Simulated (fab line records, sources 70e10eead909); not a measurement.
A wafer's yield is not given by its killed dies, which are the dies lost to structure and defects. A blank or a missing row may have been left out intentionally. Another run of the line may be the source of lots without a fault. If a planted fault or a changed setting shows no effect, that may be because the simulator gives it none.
Matching of chambers    flow nand harc    rie diel-06 running NHARC_P_BONDPAD_ETCH_37: 4 sister chambers
The step etches the open film in N2/H2, target depth 60 nm, overetch 18 nm, time 65.91 s. 4 wafers are shown with their chamber, then 7 later ones without.

== WAFERS, EACH WITH ITS CHAMBER ==
wafer   chamber  showerhead plenum p Torr (Torr)
L944.1  2        2.18
L944.3  3        2.01
L945.3  1        1.91
L945.5  0        2.18

== WAFERS WHOSE CHAMBER IS MISSING ==
wafer   showerhead plenum p Torr (Torr)
L945.6  2.01
L946.1  2.18
L946.3  2.18
L946.4  1.91
L951.1  2.18
L951.2  2.17
L951.6  2.18

== EACH ONE'S CHAMBER ==
wafer   from the rows above      in truth
L945.6  3                        3
L946.1  can't be placed: 0 or 2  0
L946.3  can't be placed: 0 or 2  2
L946.4  1                        1
L951.1  can't be placed: 0 or 2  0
L951.2  can't be placed: 0 or 2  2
L951.6  can't be placed: 0 or 2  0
Placed correctly: 2 of 7. These rows do not allow placing 5 (true chamber among the candidates in 5). 0 placed wrongly.
How it was worked out, from the rows above alone: a wafer's distance from a chamber is the root of the sum, over the readings, of the square of ((its reading less the chamber's mean) divided by the reading's scatter). If the next closest chamber is less than 2 further off than the closest, the wafer can't be placed; otherwise it belongs to the closest. A chamber's mean is the mean of its shown wafers. The scatter: with one shown wafer a chamber, the root of the mean of the squares of how far each hidden wafer lies from its nearest shown one.
